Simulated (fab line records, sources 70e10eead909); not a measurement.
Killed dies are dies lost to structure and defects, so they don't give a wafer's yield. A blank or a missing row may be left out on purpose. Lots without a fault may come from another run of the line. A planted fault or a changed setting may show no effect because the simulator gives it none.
fab line records | flow nand_harc
record lots=24 wafers=72 last_day=34
route steps=1302 shown A_ONON_D1@425 A_CHANNEL_HOLE_D1@465
lots that met no fault: from a run of the same line without faults
start_h: hours from the record's first day to the start of the lot's first wafer shown | wait_h: hours since the lot's step before | " the same as in the row above | L1.1+2: a row that stands for several wafers | - no value, or no start given | * or withheld: withheld | < > ~ a bound
route shown NAME@n: a module of which the file shows steps, and the number in the route of the first | usual: mean/standard deviation of fault-free wafers | same: alike in all rows | chamber/n: place in a boat | sites: the reading at each site | _std_site: their standard deviation | _edge_site: outer sites' mean less inner sites' | radius_mm: how far each site lies from the wafer's centre | mask NAME#n: copy n | behind: the tool/chamber that last shaped the wafer | hold: why the lot was held/for how many hours/how that ended | device: the transistor (n, p or np) that didn't switch | end of line: the same wafers' tests at the end of the route | a step without rows: its recipe alone | killed: dies lost to structure and defects at the first sort, not the wafer's yield | map: a wafer's dies, x killed, . not, _ none there
set.NAME: the setting as run; set.NAME@STEP: as run at that earlier step | model.NAME: the simulator's own value behind a step, which no gauge read
steps of the route over a sample of lots; a table a step, a row a wafer
services: from which hour (start_h, from the record's first day; less than 0 if before it) a tool's chamber was out of use, for how many hours, and why
## steps
# step NHARC_A_ONON_D1_THK_MEAS_02
# recipe thk_meas_gauge=ellipsometry
# usual thk_nm=999/10
# columns lot.wafer tool chamber start_h wait_h thk_nm
L075.2 film_metro-01 - 177.22 - 997
L075.3 " - " " 997
L075.4 " - " " 997
L077.1 film_metro-02 - 191.95 - 1009
L077.5 " - " " 1009
L077.6 " - " " 1009
L076.2 film_metro-02 - 192.07 - 1009
L076.3 " - " " 1008
L076.6 " - " " 1008
L074.4 film_metro-02 - 192.31 - 991
L074.5 " - " " 989
L074.6 " - " " 990
L078.1 film_metro-02 - 200.74 - 992
L078.4 " - " " 991
L078.6 " - " " 990
L079.1 film_metro-01 - 210.71 - 1001
L079.4 " - " " 1000
L079.5 " - " " 1002
L080.4 film_metro-02 - 221.22 - 1008
L080.5 " - " " 1006
L080.6 " - " " 1007
L081.3 film_metro-02 - 232.75 - 977
L081.4 " - " " 976
L081.6 " - " " 977
L083.2 film_metro-02 - 247.20 - 986
L083.5 " - " " 986
L083.6 " - " " 986
L082.2 film_metro-01 - 247.21 - 1006
L082.4 " - " " 1005
L082.5 " - " " 1005
L085.3 film_metro-02 - 271.14 - 1000
L085.5 " - " " 999
L085.6 " - " " 1000
L084.1 film_metro-01 - 271.15 - 1008
L084.2 " - " " 1005
L084.5 " - " " 1007
L086.1 film_metro-02 - 280.61 - 1001
L086.4 " - " " 1003
L086.6 " - " " 1002
L087.2 film_metro-02 - 312.32 - 980
L087.5 " - " " 982
L087.6 " - " " 982
L088.1 film_metro-02 - 312.37 - 997
L088.2 " - " " 999
L088.3 " - " " 997
L089.2 film_metro-01 - 325.14 - 1000
L089.3 " - " " 1001
L089.4 " - " " 1002
L090.1 film_metro-02 - 325.15 - 1017
L090.2 " - " " 1017
L090.4 " - " " 1016
L091.3 film_metro-01 - 338.69 - 996
L091.4 " - " " 996
L091.5 " - " " 996
L093.1 film_metro-01 - 343.92 - 981
L093.2 " - " " 981
L093.5 " - " " 982
L092.2 film_metro-01 - 348.55 - 1001
L092.3 " - " " 1002
L092.5 " - " " 1004
L094.3 film_metro-02 - 357.70 - 995
L094.4 " - " " 996
L094.6 " - " " 993
L095.4 film_metro-01 - 373.90 - 996
L095.5 " - " " 995
L095.6 " - " " 995
L096.3 film_metro-01 - 381.16 - 1011
L096.4 " - " " 1007
L096.6 " - " " 1009
L097.1 film_metro-01 - 390.08 - 1018
L097.4 " - " " 1020
L097.6 " - " " 1019
# step NHARC_A_CHANNEL_HOLE_D1_DESCUM_15
# recipe time_s=3 o2_flow_sccm=200 ar_flow_sccm=0 bias_power_w=0 chemistry=O2
# usual drypump_motor_current_A=6.0/0.3 oes_product_au=1.001/0.01 rf_vpp_V=57.7/0.9 showerhead_plenum_p_Torr=1.89/0.085 throttle_valve_pct=11.311/0.0087
# columns lot.wafer tool chamber start_h wait_h drypump_motor_current_A oes_product_au rf_hours_counter_h rf_vpp_V showerhead_plenum_p_Torr throttle_valve_pct
L075.2 rie_diel-09 2 194.13 0.1 6.5 1.005 3 58.8 1.99 11.307
L075.4 " 3 " " 6.3 1.000 3 55.2 1.80 11.310
L075.3 " 1 " " 6.0 1.000 3 59.7 2.00 11.307
L074.4 rie_diel-09 0 209.33 0.1 5.7 0.997 4 57.8 1.85 11.326
L074.5 " 0 " " 5.7 1.004 - 58.6 1.85 11.313
L074.6 " 1 " " 6.0 1.012 - 58.0 2.00 11.311
L077.1 rie_diel-02 1 209.61 0.1 5.8 1.006 49 57.0 1.85 11.309
L077.5 " 3 " " 6.1 0.992 - 57.9 1.81 11.305
L077.6 " 0 " " 5.9 1.013 - 58.1 1.82 11.297
L076.2 rie_diel-06 2 209.75 0.1 6.2 0.975 21 58.4 1.86 11.301
L076.3 " 1 " " 6.0 1.021 23 56.9 1.99 11.291
L076.6 " 2 " " 6.2 0.977 - 58.1 1.86 11.309
L078.4 rie_diel-09 0 220.54 0.1 5.7 0.990 6 57.8 1.85 11.318
L078.1 " 1 " " 6.0 1.014 5 56.9 2.00 11.317
L078.6 " 1 " " 6.0 1.003 - 59.1 2.00 11.308
L079.4 rie_diel-09 1 227.31 0.1 6.0 1.009 5 56.8 2.00 11.311
L079.1 " 2 " " 6.5 1.012 5 57.9 1.99 11.311
L079.5 " 1 " " 6.0 1.012 - 58.3 2.00 11.299
L080.4 rie_diel-02 3 236.98 0.1 6.1 0.985 3 57.6 1.81 11.319
L080.5 " 2 " " 6.1 1.020 - 57.0 1.94 11.303
L080.6 " 3 " " 6.1 0.993 - 57.1 1.81 11.317
L081.4 rie_diel-09 2 257.07 0.1 6.5 1.009 7 58.2 1.99 11.313
L081.3 " 3 " " 6.3 1.019 8 57.7 1.80 11.329
L081.6 " 1 " " 6.0 1.007 - 59.3 2.00 11.302
L083.2 rie_diel-09 2 264.74 0.1 6.5 0.997 8 56.9 1.99 11.310
L083.5 " 2 " " 6.5 1.006 - 57.1 1.99 11.309
L083.6 " 3 " " 6.3 1.009 - 56.9 1.80 11.293
L082.4 rie_diel-02 1 265.24 0.1 5.8 1.006 15 56.6 1.84 11.315
L082.2 " 2 " " 6.1 1.013 13 57.5 1.94 11.314
L082.5 " 3 " " 6.1 0.988 - 56.6 1.81 11.312
L085.3 rie_diel-02 3 289.68 0.1 6.1 0.982 17 58.6 1.81 11.304
L085.6 " 0 " " 5.9 1.009 - 57.4 1.81 11.326
L085.5 " 1 " " 5.8 1.009 - 57.1 1.84 11.318
L084.2 rie_diel-02 0 290.79 0.1 5.9 1.011 19 57.9 1.81 11.326
L084.1 " 1 " " 5.8 1.018 24 58.3 1.84 11.297
L084.5 " 1 " " 5.8 0.999 - 58.8 1.84 11.307
L086.4 rie_diel-09 1 298.14 0.1 6.0 1.010 11 58.1 1.99 11.301
L086.1 " 3 " " 6.3 1.013 13 56.3 1.79 11.307
L086.6 " 1 " " 6.0 1.012 - 58.8 1.99 11.310
L088.3 rie_diel-06 0 328.28 0.1 5.1 0.983 3 59.1 1.92 11.320
L088.1 " 2 " " 6.2 0.986 3 58.3 1.85 11.313
L088.2 " 3 " " 5.8 1.017 3 57.3 2.08 11.305
L087.2 rie_diel-06 3 328.38 0.1 5.8 1.000 3 57.8 2.08 11.301
L087.6 " 3 " " 5.8 1.000 - 59.5 2.08 11.315
L087.5 " 0 " " 5.2 0.995 - 58.0 1.92 11.298
L090.2 rie_diel-09 0 340.75 0.1 5.8 0.992 1 59.5 1.85 11.314
L090.1 " 1 " " 6.0 0.993 0 58.0 1.99 11.313
L090.4 " 0 " " 5.8 0.985 - 58.4 1.85 11.311
L089.2 rie_diel-02 1 341.00 0.1 5.8 1.004 44 56.6 1.83 11.320
L089.3 " 2 " " 6.1 1.010 41 57.8 1.93 11.311
L089.4 " 0 " " 6.0 1.000 - 57.0 1.80 11.314
L091.3 rie_diel-09 2 357.75 0.1 6.5 0.991 1 57.7 1.99 11.320
L091.4 " 1 " " 6.1 0.978 2 58.4 1.99 11.310
L091.5 " 2 " " 6.5 0.989 - 57.3 1.99 11.297
L093.2 rie_diel-09 1 363.49 0.1 6.0 0.989 3 56.7 1.99 11.308
L093.1 " 2 " " 6.5 0.995 1 58.4 1.99 11.305
L093.5 " 0 " " 5.7 0.996 - 57.2 1.85 11.313
L092.3 rie_diel-09 2 365.60 0.1 6.5 1.011 2 57.6 1.99 11.317
L092.2 " 0 " " 5.7 0.995 4 56.3 1.85 11.306
L092.5 " 3 " " 6.3 1.004 - 57.1 1.79 11.318
L094.3 rie_diel-02 1 377.84 0.1 5.8 0.992 52 56.9 1.83 11.322
L094.4 " 2 " " 6.1 1.005 50 56.6 1.93 11.289
L094.6 " 2 " " 6.1 1.005 - 58.7 1.93 11.304
L095.4 rie_diel-09 2 389.70 0.1 6.5 1.001 4 57.9 1.99 11.310
L095.6 " 3 " " 6.3 1.003 - 57.2 1.79 11.317
L095.5 " 0 " " 5.7 1.001 - 59.5 1.84 11.317
L096.3 rie_diel-09 3 400.19 0.1 6.3 0.994 6 57.7 1.79 11.315
L096.4 " 1 " " 6.0 0.991 7 57.6 1.99 11.325
L096.6 " 3 " " 6.3 1.005 - 57.3 1.79 11.312
L097.1 rie_diel-09 2 408.22 0.1 6.5 0.996 5 56.7 1.99 11.320
L097.4 " 0 " " 5.7 1.005 - 58.7 1.84 11.309
L097.6 " 1 " " 6.0 0.991 - 57.8 1.99 11.323
# step NHARC_A_CHANNEL_HOLE_D1_ETCH_38
# recipe target_depth_a=390 over_etch_frac=0.3 time_s=65 ion_energy_ev=80 cf4_flow_sccm=150 ar_flow_sccm=0 rf_w=300 bias_w=100 chemistry=CF4
# usual drypump_motor_current_A=6.0/0.31 oes_product_au=0.999/0.0092 rf_vpp_V=151.0/1.2 showerhead_plenum_p_Torr=1.75/0.073 throttle_valve_pct=13.283/0.0091
# columns lot.wafer tool chamber start_h wait_h drypump_motor_current_A oes_product_au rf_hours_counter_h rf_vpp_V showerhead_plenum_p_Torr throttle_valve_pct
L075.2 rie_diel-09 3 194.21 0.1 6.3 1.010 3 150.0 1.67 13.281
L075.3 " 0 " " 5.8 1.004 3 151.1 1.71 13.295
L075.4 " 2 " " 6.5 1.000 3 151.8 1.84 13.277
L074.4 rie_diel-09 1 209.43 0.1 6.0 1.010 4 151.1 1.84 13.286
L074.5 " 3 " " 6.3 0.997 - 150.4 1.67 13.295
L074.6 " 0 " " 5.7 0.978 - 150.5 1.71 13.286
L077.1 rie_diel-02 2 209.69 0.1 6.1 1.003 51 151.3 1.80 13.287
L077.6 " 3 " " 6.0 0.987 - 150.0 1.68 13.271
L077.5 " 0 " " 5.9 1.009 - 148.0 1.69 13.270
L076.3 rie_diel-06 1 209.84 0.1 6.0 1.020 23 152.6 1.83 13.288
L076.2 " 3 " " 5.8 0.990 20 148.9 1.65 13.293
L076.6 " 0 " " 5.1 0.993 - 151.4 1.79 13.287
L078.1 rie_diel-09 2 220.63 0.1 6.5 0.997 5 151.8 1.84 13.288
L078.4 " 0 " " 5.7 0.994 6 150.4 1.71 13.285
L078.6 " 1 " " 6.0 1.002 - 153.5 1.84 13.292
L079.4 rie_diel-09 3 227.40 0.1 6.3 1.004 6 149.9 1.67 13.275
L079.1 " 1 " " 6.0 1.012 5 154.0 1.84 13.284
L079.5 " 3 " " 6.3 1.013 - 150.4 1.67 13.295
L080.4 rie_diel-02 3 237.07 0.1 6.0 0.990 4 150.0 1.68 13.271
L080.6 " 0 " " 5.9 0.997 - 149.2 1.68 13.283
L080.5 " 1 " " 5.8 0.996 - 150.5 1.71 13.291
L081.4 rie_diel-09 3 257.14 0.1 6.3 1.003 8 149.4 1.67 13.277
L081.3 " 2 " " 6.5 1.012 7 151.2 1.84 13.287
L081.6 " 0 " " 5.7 1.011 - 150.5 1.71 13.273
L083.2 rie_diel-09 1 264.82 0.1 6.0 1.004 8 152.8 1.84 13.292
L083.6 " 1 " " 6.0 1.003 - 151.7 1.84 13.269
L083.5 " 2 " " 6.5 0.994 - 152.3 1.83 13.286
L082.2 rie_diel-02 2 265.30 0.1 6.1 1.010 13 152.2 1.79 13.301
L082.4 " 1 " " 5.8 1.003 15 151.1 1.71 13.278
L082.5 " 2 " " 6.1 0.997 - 150.9 1.79 13.273
L085.3 rie_diel-02 3 289.75 0.1 6.1 0.991 17 150.8 1.68 13.300
L085.5 " 1 " " 5.8 1.005 - 151.4 1.71 13.300
L085.6 " 2 " " 6.1 1.013 - 151.1 1.79 13.281
L084.2 rie_diel-02 3 290.88 0.1 6.1 1.004 18 151.4 1.68 13.281
L084.1 " 1 " " 5.8 1.001 24 151.7 1.71 13.266
L084.5 " 3 " " 6.1 0.988 - 150.3 1.68 13.268
L086.4 rie_diel-09 2 298.21 0.1 6.5 1.015 11 151.3 1.83 13.282
L086.1 " 0 " " 5.7 0.991 13 150.9 1.71 13.283
L086.6 " 3 " " 6.3 1.012 - 150.6 1.67 13.280
L088.1 rie_diel-06 2 328.44 0.1 6.2 0.979 3 150.4 1.71 13.275
L088.2 " 3 " " 5.8 1.000 3 152.5 1.91 13.270
L088.3 " 0 " " 5.2 0.997 3 151.8 1.78 13.288
L087.2 rie_diel-06 3 328.57 0.2 5.8 1.015 3 153.0 1.91 13.291
L087.5 " 2 " " 6.2 0.978 - 149.0 1.71 13.286
L087.6 " 3 " " 5.8 1.007 - 153.6 1.91 13.285
L090.1 rie_diel-09 0 340.86 0.1 5.7 0.993 1 151.8 1.71 13.297
L090.2 " 1 " " 6.0 0.995 0 153.0 1.84 13.264
L090.4 " 1 " " 6.0 0.991 - 150.9 1.84 13.281
L089.2 rie_diel-02 0 341.18 0.2 6.0 1.003 41 150.0 1.67 13.292
L089.3 " 1 " " 5.8 1.003 44 149.8 1.70 13.281
L089.4 " 1 " " 5.8 1.004 - 149.5 1.70 13.271
L091.3 rie_diel-09 1 357.85 0.1 6.0 0.990 2 152.5 1.84 13.280
L091.4 " 2 " " 6.5 1.002 1 151.2 1.83 13.278
L091.5 " 0 " " 5.8 0.995 - 151.3 1.71 13.303
L093.2 rie_diel-09 3 363.56 0.1 6.3 1.016 3 148.7 1.67 13.267
L093.1 " 0 " " 5.7 1.004 3 149.1 1.71 13.278
L093.5 " 0 " " 5.8 1.005 - 149.3 1.71 13.288
L092.3 rie_diel-09 2 365.69 0.1 6.5 0.996 2 152.4 1.83 13.296
L092.2 " 0 " " 5.7 0.993 4 151.4 1.71 13.292
L092.5 " 1 " " 6.0 0.987 - 153.0 1.84 13.288
L094.3 rie_diel-02 1 377.94 0.1 5.8 1.005 52 149.7 1.70 13.273
L094.4 " 2 " " 6.1 1.001 50 151.8 1.78 13.279
L094.6 " 3 " " 6.1 1.000 - 150.5 1.67 13.276
L095.4 rie_diel-09 0 389.76 0.1 5.7 0.993 6 149.5 1.71 13.281
L095.6 " 0 " " 5.7 0.996 - 151.6 1.71 13.269
L095.5 " 1 " " 6.0 0.997 - 150.7 1.84 13.276
L096.3 rie_diel-09 1 400.27 0.1 6.0 1.000 7 151.9 1.84 13.297
L096.4 " 3 " " 6.3 1.008 6 149.1 1.66 13.292
L096.6 " 1 " " 6.0 0.995 - 151.5 1.84 13.286
L097.1 rie_diel-09 0 408.31 0.1 5.7 0.993 7 151.2 1.71 13.290
L097.6 " 2 " " 6.5 0.987 - 152.3 1.83 13.274
L097.4 " 0 " " 5.7 0.995 - 149.2 1.71 13.283
# step NHARC_A_CHANNEL_HOLE_D1_ETCH_39
# recipe target_depth_a=2600 over_etch_frac=0.3 time_s=325 ion_energy_ev=200 n2_flow_sccm=150 h2_flow_sccm=150 ar_flow_sccm=0 rf_w=400 bias_w=150 chemistry=N2/H2
# usual drypump_motor_current_A=6.0/0.31 oes_product_au=1.000/0.01 rf_vpp_V=430.0/2.7 showerhead_plenum_p_Torr=2.02/0.092 throttle_valve_pct=14.171/0.0093
# columns lot.wafer tool chamber start_h wait_h drypump_motor_current_A oes_product_au rf_hours_counter_h rf_vpp_V showerhead_plenum_p_Torr throttle_valve_pct
L075.3 rie_diel-09 0 - - 5.7 1.007 3 429.0 1.97 14.177
L075.2 " 1 " " 6.0 1.000 3 432.8 2.13 14.160
L075.4 " 3 " " 6.4 1.006 4 425.5 1.91 14.164
L074.4 rie_diel-09 0 - - 5.8 0.993 4 428.9 1.97 14.170
L074.5 " 3 " " 6.3 1.005 - 427.8 1.91 14.175
L074.6 " 0 " " 5.7 1.000 - 428.7 1.97 14.178
L077.1 rie_diel-02 3 - - 6.1 0.983 52 427.9 1.93 14.176
L077.5 " 0 " " 5.9 1.000 - 428.4 1.93 14.199
L077.6 " 1 " " 5.8 1.009 - 428.4 1.97 14.165
L076.2 rie_diel-06 3 - - 5.8 0.982 20 427.0 1.88 14.163
L076.3 " 1 " " 6.0 1.001 23 433.7 2.12 14.176
L076.6 " 0 " " 5.1 0.989 - 430.8 2.06 14.172
L078.1 rie_diel-09 3 - - 6.3 1.012 6 427.6 1.91 14.157
L078.4 " 2 " " 6.6 0.997 5 433.8 2.13 14.182
L078.6 " 3 " " 6.3 1.010 - 426.9 1.91 14.163
L079.4 rie_diel-09 2 - - 6.5 0.999 5 432.5 2.13 14.181
L079.1 " 0 " " 5.7 1.001 6 430.2 1.97 14.174
L079.5 " 2 " " 6.5 1.010 - 433.9 2.12 14.162
L080.4 rie_diel-02 3 - - 6.1 0.988 4 427.7 1.93 14.183
L080.5 " 1 " " 5.8 1.009 - 429.7 1.97 14.178
L080.6 " 2 " " 6.1 1.009 - 431.9 2.07 14.163
L081.4 rie_diel-09 0 - - 5.7 0.995 8 429.4 1.97 14.177
L081.3 " 3 " " 6.3 1.010 8 426.5 1.91 14.172
L081.6 " 1 " " 6.0 1.006 - 432.6 2.13 14.176
L083.2 rie_diel-09 1 - - 6.0 1.011 8 434.9 2.13 14.180
L083.5 " 3 " " 6.3 1.000 - 426.5 1.91 14.184
L083.6 " 0 " " 5.7 0.998 - 429.9 1.97 14.179
L082.4 rie_diel-02 0 - - 6.0 0.990 13 427.7 1.93 14.162
L082.2 " 1 " " 5.8 1.007 15 428.1 1.96 14.165
L082.5 " 0 " " 5.9 1.000 - 428.9 1.93 14.164
L085.3 rie_diel-02 2 - - 6.1 1.008 22 431.0 2.07 14.177
L085.5 " 0 " " 6.0 0.999 - 426.1 1.93 14.176
L085.6 " 1 " " 5.8 1.005 - 429.4 1.96 14.169
L084.1 rie_diel-02 2 - - 6.1 0.994 23 431.1 2.07 14.176
L084.2 " 0 " " 5.9 0.998 19 426.1 1.93 14.159
L084.5 " 3 " " 6.1 0.996 - 427.8 1.93 14.163
L086.4 rie_diel-09 3 - - 6.3 1.010 13 426.8 1.91 14.172
L086.1 " 0 " " 5.8 1.006 13 428.9 1.97 14.169
L086.6 " 3 " " 6.3 1.023 - 427.4 1.91 14.201
L088.3 rie_diel-06 2 - - 6.2 0.989 3 428.6 1.97 14.188
L088.2 " 3 " " 5.8 1.007 3 434.7 2.22 14.153
L088.1 " 0 " " 5.2 0.993 3 429.3 2.05 14.175
L087.2 rie_diel-06 2 - - 6.2 0.985 3 429.1 1.97 14.168
L087.5 " 3 " " 5.8 1.009 - 434.7 2.22 14.156
L087.6 " 0 " " 5.2 0.996 - 430.1 2.05 14.160
L090.1 rie_diel-09 3 - - 6.3 1.011 0 426.4 1.91 14.160
L090.2 " 0 " " 5.8 1.008 1 428.3 1.97 14.149
L090.4 " 0 " " 5.7 0.998 - 429.5 1.97 14.188
L089.2 rie_diel-02 2 - - 6.1 1.002 41 431.9 2.06 14.164
L089.3 " 0 " " 5.9 1.008 41 427.4 1.92 14.158
L089.4 " 2 " " 6.1 1.007 - 430.8 2.06 14.182
L091.4 rie_diel-09 1 - - 6.0 0.980 2 432.4 2.13 14.174
L091.3 " 3 " " 6.3 1.007 2 425.4 1.91 14.173
L091.5 " 2 " " 6.5 0.982 - 432.9 2.12 14.158
L093.1 rie_diel-09 0 - - 5.7 0.997 3 429.1 1.96 14.170
L093.2 " 2 " " 6.5 0.996 1 433.9 2.12 14.168
L093.5 " 0 " " 5.7 0.991 - 428.7 1.96 14.157
L092.3 rie_diel-09 1 - - 6.0 0.990 4 432.0 2.13 14.172
L092.2 " 2 " " 6.5 0.994 2 432.7 2.12 14.179
L092.5 " 1 " " 6.0 0.988 - 432.4 2.13 14.184
L094.4 rie_diel-02 3 - - 6.1 1.004 46 426.6 1.92 14.165
L094.3 " 1 " " 5.8 1.002 52 429.2 1.95 14.160
L094.6 " 3 " " 6.1 1.005 - 428.4 1.92 14.174
L095.4 rie_diel-09 0 - - 5.7 1.005 6 429.3 1.96 14.179
L095.5 " 1 " " 6.0 0.992 - 433.0 2.13 14.178
L095.6 " 2 " " 6.5 0.982 - 432.3 2.12 14.168
L096.4 rie_diel-09 0 - - 5.7 1.000 7 428.6 1.96 14.163
L096.3 " 1 " " 6.0 1.007 7 432.7 2.12 14.163
L096.6 " 3 " " 6.3 1.003 - 426.2 1.91 14.160
L097.1 rie_diel-09 2 - - 6.5 0.986 6 432.4 2.12 14.155
L097.6 " 1 " " 6.0 0.990 - 433.3 2.12 14.189
L097.4 " 0 " " 5.7 0.994 - 428.1 1.96 14.163
# step NHARC_A_CHANNEL_HOLE_D1_ETCH_25
# recipe bias_v=5000 source_w=withheld pressure_mtorr=20 time_s=1040.2 ar_flow_sccm=375 c4f8_flow_sccm=93.8 o2_flow_sccm=31.2 temp_c=-20 target_depth_a=15000 chemistry=C4F8/O2/Ar
# usual drypump_motor_current_A=5.5/0.6 showerhead_plenum_p_Torr=3.65/0.076 throttle_valve_pct=32.236/0.0084
# columns lot.wafer tool chamber start_h wait_h drypump_motor_current_A rf_hours_counter_h showerhead_plenum_p_Torr throttle_valve_pct
L075.2 har_etch-02 1 201.38 1.3 4.9 - 3.76 32.222
L075.3 " 1 " " 4.9 - 3.76 32.234
L075.4 " 1 " " 4.9 - 3.76 32.244
L074.4 har_etch-02 1 213.67 0.7 4.9 - 3.76 32.235
L074.5 " 1 " " 4.9 - 3.76 32.237
L074.6 " 0 " " 6.4 - 3.76 32.238
L077.1 har_etch-01 1 215.90 0.7 5.0 106 3.61 32.227
L077.5 " 0 " " 5.9 - 3.63 32.230
L077.6 " 1 " " 5.0 - 3.61 32.223
L076.2 har_etch-02 1 217.68 0.6 4.9 309 3.75 32.237
L076.3 " 1 " " 4.9 - 3.75 32.222
L076.6 " 1 " " 4.9 - 3.75 32.230
L078.1 har_etch-01 0 224.63 0.6 5.9 114 3.62 32.243
L078.4 " 0 " " 5.9 - 3.62 32.252
L078.6 " 0 " " 5.9 - 3.62 32.241
L079.1 har_etch-01 1 231.54 0.7 5.0 117 3.60 32.249
L079.4 " 0 " " 5.9 - 3.62 32.240
L079.5 " 1 " " 4.9 - 3.60 32.237
L080.4 har_etch-02 1 241.33 0.7 4.9 - 3.75 32.254
L080.6 " 1 " " 4.9 - 3.75 32.235
L080.5 " 0 " " 6.3 - 3.75 32.228
L081.4 har_etch-01 0 261.43 0.7 5.9 - 3.61 32.227
L081.3 " 1 " " 5.0 - 3.59 32.238
L081.6 " 1 " " 5.0 - 3.59 32.239
L083.2 har_etch-01 1 268.95 0.7 4.9 140 3.59 32.227
L083.5 " 0 " " 5.9 - 3.61 32.233
L083.6 " 1 " " 4.9 - 3.59 32.229
L082.2 har_etch-02 1 271.82 0.7 4.9 343 3.74 32.229
L082.4 " 0 " " 6.4 - 3.74 32.238
L082.5 " 1 " " 4.9 - 3.74 32.243
L085.3 har_etch-01 1 294.04 0.7 5.0 - 3.58 32.238
L085.6 " 1 " " 5.0 - 3.58 32.233
L085.5 " 0 " " 5.9 - 3.60 32.231
L084.2 har_etch-02 1 299.91 0.6 4.9 355 3.73 32.251
L084.1 " 0 " " 6.3 347 3.73 32.236
L084.5 " 1 " " 4.9 - 3.73 32.232
L086.1 har_etch-01 1 302.37 0.7 4.9 159 3.58 32.238
L086.4 " 1 " " 4.9 - 3.58 32.248
L086.6 " 1 " " 5.0 - 3.58 32.239
L088.1 har_etch-01 1 334.63 0.6 5.0 174 3.57 32.232
L088.2 " 0 " " 5.9 174 3.59 32.256
L088.3 " 1 " " 4.9 - 3.57 32.222
L087.2 har_etch-02 1 335.51 0.6 4.9 374 3.72 32.228
L087.6 " 1 " " 4.9 - 3.72 32.247
L087.5 " 0 " " 6.4 - 3.72 32.242
L090.2 har_etch-01 0 345.07 0.6 5.9 182 3.59 32.224
L090.1 " 1 " " 5.0 182 3.57 32.246
L090.4 " 1 " " 5.0 - 3.57 32.229
L089.2 har_etch-02 1 345.22 0.6 4.9 382 3.71 32.229
L089.3 " 1 " " 4.9 - 3.71 32.241
L089.4 " 0 " " 6.3 - 3.72 32.229
L091.4 har_etch-01 0 362.11 0.7 5.9 - 3.58 32.245
L091.3 " 1 " " 5.0 - 3.56 32.239
L091.5 " 1 " " 5.0 - 3.56 32.218
L093.2 har_etch-02 0 367.54 0.6 6.3 385 3.71 32.234
L093.1 " 1 " " 4.9 393 3.71 32.244
L093.5 " 1 " " 4.9 - 3.71 32.239
L092.2 har_etch-02 0 371.86 0.7 6.3 389 3.71 32.242
L092.3 " 1 " " 4.9 - 3.71 32.227
L092.5 " 0 " " 6.3 - 3.71 32.244
L094.4 har_etch-01 1 382.22 0.7 5.0 - 3.56 32.236
L094.3 " 0 " " 5.9 - 3.58 32.233
L094.6 " 1 " " 5.0 - 3.56 32.253
L095.4 har_etch-02 1 397.20 0.7 4.9 - 3.70 32.250
L095.5 " 1 " " 4.9 - 3.70 32.232
L095.6 " 0 " " 6.3 - 3.71 32.217
L096.4 har_etch-01 0 404.54 0.7 5.9 - 3.57 32.230
L096.3 " 1 " " 5.0 - 3.54 32.242
L096.6 " 0 " " 5.9 - 3.57 32.239
L097.1 har_etch-01 1 412.71 0.7 4.9 232 3.54 32.233
L097.4 " 1 " " 5.0 - 3.54 32.256
L097.6 " 1 " " 4.9 - 3.54 32.250
# step NHARC_A_CHANNEL_HOLE_D1_CD_MEAS_30
# usual cd_nm=90.3/1.2
# columns lot.wafer tool chamber start_h wait_h cd_nm
L075.2 cd_sem-01 - 205.01 0.1 90.7
L075.3 " - " " 88.9
L075.4 " - " " 89.9
L074.4 cd_sem-02 - 216.01 - 91.3
L074.5 " - " " 90.9
L074.6 " - " " 91.9
L077.1 cd_sem-01 - 218.38 - 90.7
L077.5 " - " " 89.7
L077.6 " - " " 88.7
L076.2 cd_sem-01 - 220.15 - 89.6
L076.3 " - " " 90.4
L076.6 " - " " 89.8
L078.1 cd_sem-02 - 227.27 - 90.3
L078.4 " - " " 92.3
L078.6 " - " " 88.2
L079.1 cd_sem-01 - 234.02 - 90.0
L079.4 " - " " 87.7
L079.5 " - " " 89.1
L080.4 cd_sem-02 - 243.67 - 90.8
L080.5 " - " " 89.3
L080.6 " - " " 92.5
L081.3 cd_sem-03 - 264.05 - 91.3
L081.4 " - " " 90.1
L081.6 " - " " 91.8
L083.2 cd_sem-02 - 271.43 - 89.6
L083.5 " - " " 90.9
L083.6 " - " " 88.8
L082.2 cd_sem-02 - 274.30 - 89.9
L082.4 " - " " 90.5
L082.5 " - " " 91.1
L085.3 cd_sem-03 - 296.37 - 90.3
L085.5 " - " " 88.7
L085.6 " - " " 89.9
L084.1 cd_sem-03 - 302.54 - 89.3
L084.2 " - " " 87.6
L084.5 " - " " 89.4
L086.1 cd_sem-02 - 304.84 - 90.4
L086.4 " - " " 90.2
L086.6 " - " " 89.4
L088.1 cd_sem-01 - 337.25 - 92.8
L088.2 " - " " 88.2
L088.3 " - " " 89.8
L087.2 cd_sem-01 - 338.13 - 88.8
L087.5 " - " " 90.0
L087.6 " - " " 88.9
L090.1 cd_sem-03 - 347.69 - 92.6
L090.2 " - " " 89.0
L090.4 " - " " 89.3
L089.2 cd_sem-02 - 348.00 - 89.0
L089.3 " - " " 89.7
L089.4 " - " " 90.0
L091.3 cd_sem-03 - 364.45 - 93.4
L091.4 " - " " 90.6
L091.5 " - " " 90.2
L093.1 cd_sem-02 - 370.16 - 90.5
L093.2 " - " " 90.3
L093.5 " - " " 90.5
L092.2 cd_sem-03 - 374.33 - 89.8
L092.3 " - " " 93.1
L092.5 " - " " 91.3
L094.3 cd_sem-03 - 384.55 - 89.8
L094.4 " - " " 91.1
L094.6 " - " " 90.2
L095.4 cd_sem-02 - 399.54 - 91.0
L095.5 " - " " 90.2
L095.6 " - " " 90.1
L096.3 cd_sem-01 - 407.00 - 91.3
L096.4 " - " " 92.6
L096.6 " - " " 91.5
L097.1 cd_sem-02 - 415.35 - 91.0
L097.4 " - " " 90.8
L097.6 " - " " 90.6
## services
# columns tool chamber start_h hours kind
rie_diel-09 0 176.67 - clean
rie_diel-09 1 176.67 - clean
rie_diel-09 2 176.67 - clean
rie_diel-09 3 176.67 - clean
rie_diel-02 3 198.51 4.3 repair
rie_diel-09 0 201.17 - clean
rie_diel-09 1 201.17 - clean
rie_diel-09 2 201.17 - clean
rie_diel-09 3 201.17 - clean
rie_diel-02 - 216.77 9.0 pm
har_etch-02 - 224.44 0.6 repair
rie_diel-09 0 225.67 - clean
rie_diel-09 1 225.67 - clean
rie_diel-09 2 225.67 - clean
rie_diel-09 1 251.16 3.1 repair
rie_diel-06 1 276.71 102.2 repair
rie_diel-09 2 306.85 2.8 repair
rie_diel-06 - 308.34 9.0 pm
rie_diel-09 - 320.17 9.0 pm
rie_diel-02 3 334.95 6.6 repair
rie_diel-09 2 339.67 7.1 repair
har_etch-02 - 377.00 17.0 pm
rie_diel-02 - 393.77 9.0 pm
rie_diel-09 3 406.60 12.5 repair
## key
fault none
